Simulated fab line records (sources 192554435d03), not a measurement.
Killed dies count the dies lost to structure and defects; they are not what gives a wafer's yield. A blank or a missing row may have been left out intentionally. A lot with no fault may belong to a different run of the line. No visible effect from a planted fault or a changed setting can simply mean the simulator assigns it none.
Chamber matching :: flow n5Finfet :: N5_FIN_SAQP_PECVD_47 on pecvd-02 has 3 sister chambers
The step deposits a-Si from SiH4/He, target thk 45 nm, time 36.3 s. 16 wafers are shown with their chamber, then 8 later ones without.

== WAFERS PAIRED WITH THEIR CHAMBERS ==
wafer: L074.4
chamber: 0
throttleValvePct (%): 16.9
showerheadPlenumPTorr (Torr): 5.69
heaterPowerW (W): 969

wafer: L074.5
chamber: 2
throttleValvePct (%): 16.8
showerheadPlenumPTorr (Torr): 5.66
heaterPowerW (W): 849

wafer: L074.6
chamber: 1
throttleValvePct (%): 18.3
showerheadPlenumPTorr (Torr): 5.65
heaterPowerW (W): 754

wafer: L077.1
chamber: 0
throttleValvePct (%): 17.2
showerheadPlenumPTorr (Torr): 5.69
heaterPowerW (W): 836

wafer: L077.3
chamber: 1
throttleValvePct (%): 18.6
showerheadPlenumPTorr (Torr): 5.63
heaterPowerW (W): 775

wafer: L077.5
chamber: 0
throttleValvePct (%): 17.7
showerheadPlenumPTorr (Torr): 5.69
heaterPowerW (W): 852

wafer: L082.2
chamber: 2
throttleValvePct (%): 16.8
showerheadPlenumPTorr (Torr): 5.67
heaterPowerW (W): 907

wafer: L082.3
chamber: 1
throttleValvePct (%): 18.8
showerheadPlenumPTorr (Torr): 5.63
heaterPowerW (W): 768

wafer: L082.5
chamber: 2
throttleValvePct (%): 16.9
showerheadPlenumPTorr (Torr): 5.67
heaterPowerW (W): 886

wafer: L085.1
chamber: 0
throttleValvePct (%): 17.6
showerheadPlenumPTorr (Torr): 5.68
heaterPowerW (W): 908

wafer: L085.2
chamber: 1
throttleValvePct (%): 18.7
showerheadPlenumPTorr (Torr): 5.64
heaterPowerW (W): 691

wafer: L085.6
chamber: 1
throttleValvePct (%): 18.5
showerheadPlenumPTorr (Torr): 5.63
heaterPowerW (W): 688

wafer: L086.3
chamber: 1
throttleValvePct (%): 18.5
showerheadPlenumPTorr (Torr): 5.64
heaterPowerW (W): 651

wafer: L086.4
chamber: 1
throttleValvePct (%): 18.5
showerheadPlenumPTorr (Torr): 5.63
heaterPowerW (W): 652

wafer: L086.5
chamber: 0
throttleValvePct (%): 17.4
showerheadPlenumPTorr (Torr): 5.68
heaterPowerW (W): 992

wafer: L090.2
chamber: 2
throttleValvePct (%): 16.9
showerheadPlenumPTorr (Torr): 5.65
heaterPowerW (W): 807

SIGNATURES, as means of the wafers listed above
reading: throttleValvePct
chamber 0: 17.360
chamber 1: 18.557
chamber 2: 16.850
scatter within a chamber: 0.211

reading: showerheadPlenumPTorr
chamber 0: 5.6860
chamber 1: 5.6357
chamber 2: 5.6625
scatter within a chamber: 0.00768

reading: heaterPowerW
chamber 0: 911.40
chamber 1: 711.29
chamber 2: 862.25
scatter within a chamber: 56.9
Rule: for each reading, subtract the chamber's mean from the wafer's reading, divide by that reading's scatter and square the result; add these up over the readings and take the root, which gives the wafer's distance from the chamber. The wafer belongs to the nearest chamber; if the next one is less than 2 further off, it can't be placed. How the scatter is found: for the shown wafers, subtract from each reading the mean of its chamber, square and add these, divide the total by (wafers less chambers), then take the root.

== WAFERS WHOSE CHAMBER IS MISSING ==
wafer: L090.3
throttleValvePct (%): 18.5
showerheadPlenumPTorr (Torr): 5.65
heaterPowerW (W): 716

wafer: L090.4
throttleValvePct (%): 18.5
showerheadPlenumPTorr (Torr): 5.63
heaterPowerW (W): 709

wafer: L093.1
throttleValvePct (%): 17.9
showerheadPlenumPTorr (Torr): 5.68
heaterPowerW (W): 901

wafer: L093.4
throttleValvePct (%): 18.9
showerheadPlenumPTorr (Torr): 5.64
heaterPowerW (W): 759

wafer: L093.5
throttleValvePct (%): 17.5
showerheadPlenumPTorr (Torr): 5.66
heaterPowerW (W): 848

wafer: L097.1
throttleValvePct (%): 17.4
showerheadPlenumPTorr (Torr): 5.68
heaterPowerW (W): 965

wafer: L097.2
throttleValvePct (%): 18.4
showerheadPlenumPTorr (Torr): 5.64
heaterPowerW (W): 670

wafer: L097.3
throttleValvePct (%): 17.1
showerheadPlenumPTorr (Torr): 5.67
heaterPowerW (W): 894

== THE CHAMBER EACH PASSED THROUGH ==
wafer: L090.3
from the rows above: 1
in truth: 1

wafer: L090.4
from the rows above: 1
in truth: 1

wafer: L093.1
from the rows above: 0
in truth: 0

wafer: L093.4
from the rows above: 1
in truth: 1

wafer: L093.5
from the rows above: can't be placed: 2 or 0
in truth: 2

wafer: L097.1
from the rows above: 0
in truth: 0

wafer: L097.2
from the rows above: 1
in truth: 1

wafer: L097.3
from the rows above: can't be placed: 2 or 0
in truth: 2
Placed correctly: 6 of 8. Unplaceable from these rows: 2, with the true chamber sitting among the candidates in 2. Placed wrongly: 0.
